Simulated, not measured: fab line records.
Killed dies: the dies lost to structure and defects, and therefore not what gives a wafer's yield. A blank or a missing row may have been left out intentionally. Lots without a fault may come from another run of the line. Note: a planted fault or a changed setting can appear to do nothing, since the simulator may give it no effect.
fab line records | flow n5_finfet | part 1 of 2: steps 1 to 22 of 33
record: lots: 5 wafers: 15 last_day: 18
route steps=1938 shown PMOS_HMC_CHANNEL_EPI@64 FIN_SAQP@90
lots with no fault: from the same line, run without faults
start_h: the number of hours between the record's first day and the start of the first shown wafer of the lot | wait_h: hours from the lot's prior step to this one | " identical to the entry in the row above | L1.1+2: a row that stands for several wafers | - no value present, or no start provided | * or withheld: withheld | < > ~ a bound
route shown NAME@n: NAME is a module with steps in the file, n the number in the route of the first one | usual: mean/standard deviation of fault-free wafers | same: alike in all rows | chamber/n: place in a boat | sites: each site's reading | _std_site: the values' standard deviation | _edge_site: inner sites' mean taken away from outer sites' mean | radius_mm: how far each site lies from the wafer's centre | mask NAME#n: copy n | behind: the last tool/chamber to shape the wafer | hold: why the lot went on hold/how many hours it stayed there/how the hold came to an end | device: whichever transistor did not switch (one of n, p or np) | end of line: at the end of the route, the tests of the same wafers | where a step has no rows: the recipe by itself | killed: dies that structure and defects cost at the first sort, which is not the same as the wafer's yield | map: a wafer's dies, marking killed ones x, the rest . and places with no die _
set.NAME: the setting that was run; set.NAME@STEP: the one run at that earlier step | model.NAME: the simulator's own value behind a step, which no gauge read
certain route steps with their lots: each step a table, each wafer a row
services: when a tool's chamber went out of use (start_h, in hours from the record's first day, below 0 if earlier), for how many hours, and the reason
== steps ==
step: N5_PMOS_HMC_CHANNEL_EPI_DEVELOP_08
recipe: develop_time_s: 30 developer: TMAH resist: CAR-ArF-block dev_temp_c: 23 rinse_liquid: diw dry: air_spin
columns lot.wafer tool chamber start_h wait_h
L076.1+4+6 litho_track-04 0 - -
L087.1+2+6 litho_track-03 0 - -
L088.3+4+6 litho_track-02 0 - -
L092.1+4+6 litho_track-04 0 - -
L096.2+5+6 litho_track-03 0 - -
step: N5_PMOS_HMC_CHANNEL_EPI_CD_MEAS_09
recipe: target_cd_nm: 237.4 landing_energy_ev: 500 detector: se_inlens
usual: cd_nm: 237.6/0.92
columns lot.wafer tool chamber start_h wait_h cd_nm
L076.1 cd_sem-01 0 29.70 - 237.8
L076.4 " 0 " " 237.3
L076.6 " 0 " " 236.3
L087.1 cd_sem-02 0 95.38 - 237.9
L087.2 " 0 " " 237.2
L087.6 " 0 " " 238.7
L088.3 cd_sem-01 0 101.10 - 237.8
L088.4 " 0 " " 236.4
L088.6 " 0 " " 238.3
L092.1 cd_sem-03 0 125.22 - 237.5
L092.4 " 0 " " 238.2
L092.6 " 0 " " 238.6
L096.2 cd_sem-01 0 149.48 - 237.5
L096.5 " 0 " " 236.4
L096.6 " 0 " " 236.3
step: N5_PMOS_HMC_CHANNEL_EPI_OVL_MEAS_10
recipe: points_per_wafer: 44
usual: PMOS_HMC_BLK_OVL: -0.3/0.66
columns lot.wafer tool chamber start_h wait_h PMOS_HMC_BLK_OVL[nm]
L076.1 overlay-01 0 29.73 0.0 -0.2
L076.4 " 0 " " -0.9
L076.6 " 0 " " -0.8
L087.1 overlay-01 0 95.41 0.0 -1.5
L087.2 " 0 " " -1.1
L087.6 " 0 " " -0.6
L088.3 overlay-01 0 101.13 0.0 0.1
L088.4 " 0 " " -0.8
L088.6 " 0 " " -1.0
L092.1 overlay-02 0 125.25 0.0 -0.6
L092.4 " 0 " " 0.5
L092.6 " 0 " " -0.4
L096.2 overlay-01 0 149.51 0.0 0.2
L096.5 " 0 " " 0.2
L096.6 " 0 " " 0.4
step: N5_PMOS_HMC_CHANNEL_EPI_INSPECT_11
recipe: mode: adi inspect_instrument: macro
usual: raw_defect_count: 1.9/1.4
columns lot.wafer tool chamber start_h wait_h raw_defect_count
L076.1 defect_inspect-01 - 29.75 0.0 4
L076.4 " - " " 0
L076.6 " - " " 2
L087.1 defect_inspect-01 - 95.44 0.0 3
L087.2 " - " " 3
L087.6 " - " " 5
L088.3 defect_inspect-01 - 101.15 0.0 3
L088.4 " - " " 4
L088.6 " - " " 0
L092.1 defect_inspect-01 - 125.27 0.0 3
L092.4 " - " " 0
L092.6 " - " " 3
L096.2 defect_inspect-02 - 149.54 0.0 3
L096.5 " - " " 2
L096.6 " - " " 1
step: N5_PMOS_HMC_CHANNEL_EPI_DESCUM_14
recipe: chemistry: O2 time_s: 7.9 source_power_w: 50 bias_power_w: 20 pressure_mtorr: 20 rf_frequency_hz: 2.712e+07 temp_c: 40 resist: CAR-ArF-block o2_flow_sccm: 225
usual: drypump_motor_current_A: 5.9/0.6 oes_product_au: 0.80/0.075 rf_vpp_V: 243.2/1.3 showerhead_plenum_p_Torr: 2.10/0.063 throttle_valve_pct: 20.43/0.23
columns lot.wafer tool chamber start_h wait_h drypump_motor_current_A oes_product_au rf_hours_counter_h rf_vpp_V showerhead_plenum_p_Torr throttle_valve_pct
L076.1 rie_diel-06 3 29.79 0.0 4.9 0.79 109 244.5 2.10 20.40
L076.4 " 0 " " 6.5 0.72 228 244.9 2.16 20.71
L076.6 " 1 " " 6.0 0.74 - 245.1 2.18 20.67
L087.1 rie_diel-06 0 95.47 0.0 6.4 0.69 244 244.2 2.15 20.73
L087.2 " 2 " " 5.7 0.79 111 242.5 2.01 20.42
L087.6 " 0 " " 6.5 0.70 - 244.3 2.15 20.75
L088.3 rie_diel-04 0 101.19 0.0 6.0 0.99 7 243.2 2.06 20.21
L088.4 " 1 " " 5.1 0.93 15 243.1 2.14 20.45
L088.6 " 3 " " 5.5 0.81 - 242.7 2.03 20.52
L092.1 rie_diel-02 1 125.97 0.7 6.4 0.74 145 244.0 2.18 20.03
L092.4 " 0 " " 5.4 0.89 - 243.7 2.13 20.19
L092.6 " 2 " " 6.5 0.82 - 242.5 2.04 20.32
L096.2 rie_diel-02 3 149.57 0.0 6.8 0.81 84 241.9 2.04 20.79
L096.5 " 3 " " 6.8 0.82 - 241.8 2.04 20.78
L096.6 " 0 " " 5.4 0.87 - 245.5 2.13 20.21
step: N5_PMOS_HMC_CHANNEL_EPI_ETCH_32
recipe: chemistry: N2/H2 target: BARC stop_on: SiO2 target_depth_a: 858 over_etch_frac: 0.3 time_s: 50.3 ion_energy_ev: 200 mask_material: CAR-ArF-block pressure_mtorr: 30 source_w: 840 bias_w: 150 n2_flow_sccm: 200 h2_flow_sccm: 200
usual: drypump_motor_current_A: 5.9/0.61 h2_flow_sccm: 200.1/0.6 oes_product_au: 0.69/0.063 rf_vpp_V: 524.1/2.3 showerhead_plenum_p_Torr: 2.55/0.081 throttle_valve_pct: 17.92/0.24
columns lot.wafer tool chamber start_h wait_h drypump_motor_current_A h2_flow_sccm oes_product_au rf_hours_counter_h rf_vpp_V showerhead_plenum_p_Torr throttle_valve_pct
L076.1 rie_diel-06 3 29.82 0.0 4.9 200.7 0.68 109 523.0 2.56 17.87
L076.4 " 0 " " 6.5 199.9 0.61 228 526.8 2.62 18.21
L076.6 " 1 " " 6.0 200.2 0.63 - 525.7 2.65 18.19
L087.1 rie_diel-06 0 95.50 0.0 6.5 199.9 0.59 244 526.3 2.61 18.23
L087.2 " 2 " " 5.7 199.5 0.68 111 522.6 2.45 17.95
L087.6 " 0 " " 6.5 200.3 0.59 - 526.5 2.61 18.25
L088.3 rie_diel-04 0 101.22 0.0 6.0 200.7 0.84 7 521.8 2.49 17.66
L088.4 " 1 " " 5.1 199.7 0.77 15 525.6 2.59 17.84
L088.6 " 3 " " 5.6 201.3 0.69 - 522.9 2.45 17.90
L092.1 rie_diel-02 1 126.01 0.0 6.4 200.8 0.65 145 526.2 2.67 17.67
L092.4 " 0 " " 5.4 199.5 0.77 - 523.4 2.59 17.72
L092.6 " 2 " " 6.5 200.5 0.71 - 522.2 2.48 17.70
L096.2 rie_diel-02 3 149.61 0.0 6.8 199.3 0.71 84 522.2 2.48 18.38
L096.5 " 3 " " 6.8 199.6 0.70 - 521.3 2.48 18.37
L096.6 " 0 " " 5.4 200.6 0.76 - 525.6 2.59 17.71
step: N5_PMOS_HMC_CHANNEL_EPI_HM_OPEN_15
recipe: chemistry: CHF3/O2 target: SiO2 mask_material: CAR-ArF-block target_depth_a: 406 CHF3_flow_sccm: 50 O2_flow_sccm: 5 Ar_flow_sccm: 200 time_s: 20.3 pressure_mtorr: 30 source_w: 650 bias_w: 170 ion_energy_ev: 200
usual: CHF3_flow_sccm: 50.00/0.14 drypump_motor_current_A: 5.9/0.6 oes_product_au: 0.80/0.079 rf_vpp_V: 523/11 showerhead_plenum_p_Torr: 2.41/0.067 throttle_valve_pct: 18.87/0.22
columns lot.wafer tool chamber start_h wait_h CHF3_flow_sccm drypump_motor_current_A oes_product_au rf_hours_counter_h rf_vpp_V showerhead_plenum_p_Torr throttle_valve_pct
L076.1 rie_diel-06 3 29.86 0.0 49.94 4.9 0.78 109 536 2.43 18.93
L076.4 " 0 " " 50.07 6.4 0.71 228 520 2.47 19.09
L076.6 " 1 " " 49.78 6.0 0.74 - 524 2.49 19.10
L087.1 rie_diel-06 0 95.55 0.0 50.05 6.5 0.69 245 519 2.46 19.09
L087.2 " 2 " " 50.02 5.7 0.79 111 503 2.31 18.89
L087.6 " 0 " " 50.00 6.5 0.70 - 520 2.46 19.09
L088.3 rie_diel-04 0 101.26 0.0 50.32 6.0 0.99 7 532 2.38 18.75
L088.4 " 1 " " 50.06 5.1 0.93 15 525 2.44 18.86
L088.6 " 3 " " 50.08 5.6 0.81 - 515 2.33 18.92
L092.1 rie_diel-02 1 126.05 0.0 49.76 6.4 0.76 145 533 2.49 18.49
L092.4 " 0 " " 49.74 5.4 0.89 - 533 2.43 18.57
L092.6 " 2 " " 49.89 6.6 0.82 - 508 2.36 18.76
L096.2 rie_diel-02 3 149.65 0.0 50.10 6.8 0.82 84 531 2.34 19.22
L096.5 " 3 " " 50.12 6.8 0.83 - 532 2.34 19.23
L096.6 " 0 " " 49.95 5.4 0.89 - 533 2.43 18.60
step: N5_PMOS_HMC_CHANNEL_EPI_STRIP_33
recipe: chemistry: N2/H2 power_w: 500 temp_c: 40 pressure_mtorr: 50 rf_frequency_hz: 6e+07 overash_fraction: 0.3 bias_power_w: 8 h2_frac: 0.5 n2_flow_sccm: 300 h2_flow_sccm: 300
usual: drypump_motor_current_A: 5.9/0.61 h2_flow_sccm: 300.0/0.85 oes_product_au: 0.80/0.077 power_w: 500.1/1.4 rf_vpp_V: 54.1/1.7 showerhead_plenum_p_Torr: 3.37/0.1 throttle_valve_pct: 19.0/0.36
columns lot.wafer tool chamber start_h wait_h drypump_motor_current_A h2_flow_sccm oes_product_au power_w rf_hours_counter_h rf_vpp_V showerhead_plenum_p_Torr throttle_valve_pct
L076.1 rie_diel-06 3 29.92 0.0 4.9 300.1 0.78 499.7 109 49.4 3.39 18.8
L076.4 " 0 " " 6.5 301.2 0.72 500.7 228 52.9 3.45 19.5
L076.6 " 1 " " 6.0 300.0 0.73 499.2 - 54.5 3.50 19.4
L087.1 rie_diel-06 0 95.60 0.0 6.5 299.4 0.69 499.7 245 53.0 3.44 19.5
L087.2 " 2 " " 5.7 298.5 0.79 502.1 111 55.1 3.25 19.0
L087.6 " 0 " " 6.5 299.7 0.69 499.3 - 54.9 3.44 19.5
L088.3 rie_diel-04 0 101.32 0.0 6.0 299.1 0.98 502.1 7 55.8 3.30 18.8
L088.4 " 1 " " 5.1 299.4 0.92 499.1 15 55.9 3.42 18.9
L088.6 " 3 " " 5.6 299.1 0.82 499.6 - 53.0 3.24 19.2
L092.1 rie_diel-02 1 126.11 0.0 6.4 301.2 0.74 499.7 145 55.7 3.52 18.7
L092.4 " 0 " " 5.4 299.6 0.88 498.7 - 56.0 3.42 18.7
L092.6 " 2 " " 6.5 301.1 0.83 500.8 - 53.9 3.28 18.7
L096.2 rie_diel-02 3 149.70 0.0 6.8 300.9 0.81 501.8 84 52.3 3.28 19.7
L096.5 " 3 " " 6.8 298.5 0.82 500.7 - 52.9 3.28 19.7
L096.6 " 0 " " 5.4 298.8 0.89 498.4 - 52.2 3.42 18.8
step: N5_PMOS_HMC_CHANNEL_EPI_STRIP_17
recipe: chemistry: SPM time_s: 750 temp_c: 130 h2so4_h2o2_vol_ratio: 4 dry: ipa_marangoni
columns lot.wafer tool chamber start_h wait_h
L076.1+4+6 wet_bench-06 7,0,1 29.99 -
L087.1+2+6 wet_bench-06 3,4,2 95.67 -
L088.3+4+6 wet_bench-04 6,1,0 101.39 -
L092.1+4+6 wet_bench-05 2,1,4 126.17 -
L096.2+5+6 wet_bench-06 6,4,0 149.77 -
step: N5_PMOS_HMC_CHANNEL_EPI_ETCH_38
recipe: chemistry: CF4 target: SiO2 target_depth_a: 15 ion_energy_ev: 350 pressure_mtorr: 10 icp_w: 800 bias_w: 400 cf4_flow_sccm: 80
usual: drypump_motor_current_A: 5.9/0.46 oes_product_au: 0.989/0.014 throttle_valve_pct: 21.71/0.26
columns lot.wafer tool chamber start_h wait_h drypump_motor_current_A oes_product_au rf_hours_counter_h throttle_valve_pct
L076.1 rie_si-03 3 30.22 0.0 5.0 1.009 182 21.37
L076.4 " 1 " " 5.8 1.014 - 21.89
L076.6 " 3 " " 4.9 1.002 - 21.37
L087.1 rie_si-03 3 95.91 0.0 4.9 0.993 183 21.38
L087.2 " 1 " " 5.9 1.007 6 21.89
L087.6 " 0 " " 6.1 0.967 - 21.84
L088.3 rie_si-05 0 101.62 0.0 6.1 0.976 105 21.40
L088.4 " 2 " " 6.2 0.996 23 21.41
L088.6 " 1 " " 6.7 0.976 - 22.11
L092.1 rie_si-05 1 126.41 0.0 6.6 0.990 176 22.13
L092.4 " 2 " " 6.2 0.988 24 21.43
L092.6 " 2 " " 6.2 0.993 - 21.41
L096.2 rie_si-03 3 150.01 0.0 5.0 0.994 184 21.38
L096.5 " 2 " " 5.7 0.984 - 21.46
L096.6 " 1 " " 5.9 0.999 - 21.88
step: N5_PMOS_HMC_CHANNEL_EPI_FIN_RECESS_16
recipe: chemistry: HBr/Cl2 target: Si mask_material: SiO2 target_depth_a: 540 time_s: 18 pressure_mtorr: 10 icp_w: 800 bias_w: 75 HBr_flow_sccm: 150 Cl2_flow_sccm: 80
usual: drypump_motor_current_A: 5.9/0.46 oes_product_au: 0.989/0.013 throttle_valve_pct: 35.30/0.28
columns lot.wafer tool chamber start_h wait_h drypump_motor_current_A oes_product_au rf_hours_counter_h throttle_valve_pct
L076.1 rie_si-03 3 30.24 0.0 5.0 0.995 182 35.25
L076.4 " 1 " " 5.9 1.005 - 35.54
L076.6 " 3 " " 4.9 0.989 - 35.27
L087.1 rie_si-03 3 95.93 0.0 5.0 0.992 183 35.27
L087.2 " 1 " " 5.9 0.997 6 35.54
L087.6 " 0 " " 6.1 0.985 - 34.98
L088.3 rie_si-05 0 101.64 0.0 6.1 0.974 105 35.04
L088.4 " 2 " " 6.2 0.991 23 35.03
L088.6 " 1 " " 6.6 0.969 - 35.70
L092.1 rie_si-05 1 126.43 0.0 6.7 0.980 176 35.68
L092.4 " 2 " " 6.2 1.000 24 35.03
L092.6 " 2 " " 6.2 1.010 - 35.03
L096.2 rie_si-03 3 150.03 0.0 5.0 0.993 184 35.26
L096.5 " 2 " " 5.7 0.989 - 34.88
L096.6 " 1 " " 5.9 1.002 - 35.53
step: N5_PMOS_HMC_CHANNEL_EPI_PRECLEAN_36
recipe: chemistry: O3/DIW time_s: 45 temp_c: 22 o3_ppm: 10
usual: o3_ppm: 10.00/0.093
columns lot.wafer tool chamber start_h wait_h o3_ppm
L076.1 wet_bench-05 6 30.34 0.1 10.04
L076.4 " 1 " " 9.94
L076.6 " 4 " " 10.16
L087.1 wet_bench-05 3 96.02 0.1 10.02
L087.2 " 7 " " 10.01
L087.6 " 0 " " 9.85
L088.3 wet_bench-05 3 101.74 0.1 10.03
L088.4 " 2 " " 9.96
L088.6 " 6 " " 9.92
L092.1 wet_bench-06 0 126.54 0.1 9.95
L092.4 " 6 " " 10.13
L092.6 " 7 " " 9.88
L096.2 wet_bench-04 4 150.13 0.1 9.92
L096.5 " 3 " " 9.81
L096.6 " 5 " " 9.98
step: N5_PMOS_HMC_CHANNEL_EPI_PRECLEAN_18
recipe: chemistry: DHF time_s: 30 temp_c: 25 dilution: withheld
columns lot.wafer tool chamber start_h wait_h
L076.1+4+6 wet_bench-05 6,1,4 30.36 0.0
L087.1+2+6 wet_bench-05 3,7,0 96.04 0.0
L088.3+4+6 wet_bench-05 3,2,6 101.76 0.0
L092.1+4+6 wet_bench-06 0,6,7 126.56 0.0
L096.2+5+6 wet_bench-04 4,3,5 150.14 0.0
step: N5_PMOS_HMC_CHANNEL_EPI_SRD_19
recipe: dry: ipa_marangoni do_ppb: 5 time_s: 30 temp_c: 23 rinse_liquid: diw
columns lot.wafer tool chamber start_h wait_h
L076.1+4+6 wet_bench-05 6,1,4 30.36 0.0
L087.1+2+6 wet_bench-05 3,7,0 96.05 0.0
L088.3+4+6 wet_bench-05 3,2,6 101.77 0.0
L092.1+4+6 wet_bench-06 0,6,7 126.57 0.0
L096.2+5+6 wet_bench-04 4,3,5 150.15 0.0
step: N5_PMOS_HMC_CHANNEL_EPI_EPI_20
recipe: material: SiGe30 mask_material: SiO2 pressure_torr: 20 target_thk_a: 590 temp_c: 600
columns lot.wafer tool chamber start_h wait_h
L076.1+4+6 epi_rpcvd-01 0 30.41 0.0
L087.1+2+6 epi_rpcvd-01 0 96.10 0.0
L088.3+4+6 epi_rpcvd-03 0 102.22 0.4
L092.1+4+6 epi_rpcvd-01 0 126.62 0.0
L096.2+5+6 epi_rpcvd-03 0 150.47 0.3
step: N5_PMOS_HMC_CHANNEL_EPI_HM_STRIP_35
recipe: chemistry: dHF temp_c: 25 material: SiO2 target: SiO2 target_depth_a: 396 time_s: 216
columns lot.wafer tool chamber start_h wait_h
L076.1+4+6 wet_bench-04 6,5,7 32.58 1.8
L087.1+2+6 wet_bench-05 1,7,0 97.73 1.4
L088.3+4+6 wet_bench-05 3,7,0 103.07 0.7
L092.1+4+6 wet_bench-04 5,0,4 128.78 1.8
L096.2+5+6 wet_bench-04 7,0,4 151.83 1.1
step: N5_PMOS_HMC_CHANNEL_EPI_SRD_39
recipe: dry: ipa_marangoni time_s: 30 temp_c: 23 rinse_liquid: diw
columns lot.wafer tool chamber start_h wait_h
L076.1+4+6 wet_bench-04 6,5,7 32.65 0.0
L087.1+2+6 wet_bench-05 1,7,0 97.79 0.0
L088.3+4+6 wet_bench-05 3,7,0 103.13 0.0
L092.1+4+6 wet_bench-04 5,0,4 128.85 0.0
L096.2+5+6 wet_bench-04 7,0,4 151.89 0.0
step: N5_PMOS_HMC_CHANNEL_EPI_CMP_21
recipe: material: SiGe30 post_cmp_clean: alkaline_brush target_thk_nm: 54
usual: motor_current_A: 11.8/0.94 slurry_flow_ml_min: 150.0/0.45
columns lot.wafer tool chamber start_h wait_h motor_current_A slurry_flow_ml_min
L076.4 cmp-04 2 32.76 0.1 12.7 150.1
L076.1 " 3 " " 10.9 150.1
L076.6 " 1 " " 12.9 150.1
L087.2 cmp-01 0 97.84 0.0 12.9 149.5
L087.1 " 2 " " 12.7 150.9
L087.6 " 1 " " 11.6 149.5
L088.3 cmp-04 2 103.17 0.0 12.0 150.0
L088.4 " 1 " " 13.1 151.0
L088.6 " 3 " " 11.2 149.8
L092.4 cmp-04 3 128.89 0.0 11.4 149.7
L092.1 " 0 " " 12.1 150.3
L092.6 " 3 " " 11.0 149.9
L096.2 cmp-01 2 151.97 0.1 13.4 150.1
L096.5 " 1 " " 11.9 150.3
L096.6 " 2 " " 13.0 150.0
step: N5_PMOS_HMC_CHANNEL_EPI_THK_MEAS_22
recipe: reads: SiGe30_of_PMOS_HMC_CHANNEL_EPI_EPI_20
usual: HMC_CMP_THK: 53.7/0.76
columns lot.wafer tool chamber start_h wait_h HMC_CMP_THK[nm]
L076.1 film_metro-02 - 32.98 - 54.5
L076.4 " - " " 54.5
L076.6 " - " " 53.8
L087.1 film_metro-01 - 98.13 - 54.2
L087.2 " - " " 53.4
L087.6 " - " " 54.5
L088.3 film_metro-02 - 103.47 - 52.4
L088.4 " - " " 52.6
L088.6 " - " " 54.0
L092.1 film_metro-01 - 129.18 - 55.3
L092.4 " - " " 53.3
L092.6 " - " " 53.8
L096.2 film_metro-02 - 152.23 - 54.4
L096.5 " - " " 54.5
L096.6 " - " " 53.7
step: N5_PMOS_HMC_CHANNEL_EPI_PRECLEAN_40
recipe: chemistry: DHF time_s: 30 temp_c: 25 dilution: withheld
columns lot.wafer tool chamber start_h wait_h
L076.1+4+6 wet_bench-05 6,3,5 33.01 0.0
L087.1+2+6 wet_bench-04 1,2,4 98.16 0.0
L088.3+4+6 wet_bench-05 7,0,1 103.49 0.0
L092.1+4+6 wet_bench-04 0,7,5 129.21 0.0
L096.2+5+6 wet_bench-06 2,1,0 152.26 0.0
step: N5_PMOS_HMC_CHANNEL_EPI_PRECLEAN_37
recipe: chemistry: O3/DIW time_s: 45 temp_c: 22 o3_ppm: 10
usual: o3_ppm: 10.01/0.1
columns lot.wafer tool chamber start_h wait_h o3_ppm
L076.1 wet_bench-05 6 33.02 0.0 9.85
L076.4 " 3 " " 9.82
L076.6 " 5 " " 9.79
L087.1 wet_bench-04 1 98.17 0.0 10.04
L087.2 " 2 " " 10.01
L087.6 " 4 " " 10.04
L088.3 wet_bench-05 7 103.50 0.0 10.05
L088.4 " 0 " " 10.15
L088.6 " 1 " " 9.96
L092.1 wet_bench-04 0 129.22 0.0 9.99
L092.4 " 7 " " 10.10
L092.6 " 5 " " 9.98
L096.2 wet_bench-06 2 152.27 0.0 10.06
L096.5 " 1 " " 10.06
L096.6 " 0 " " 10.08
step: N5_PMOS_HMC_CHANNEL_EPI_PRECLEAN_24
recipe: chemistry: DHF time_s: 30 temp_c: 25 dilution: withheld
columns lot.wafer tool chamber start_h wait_h
L076.1+4+6 wet_bench-05 6,3,5 33.03 0.0
L087.1+2+6 wet_bench-04 1,2,4 98.18 0.0
L088.3+4+6 wet_bench-05 7,0,1 103.52 0.0
L092.1+4+6 wet_bench-04 0,7,5 129.23 0.0
L096.2+5+6 wet_bench-06 2,1,0 152.28 0.0
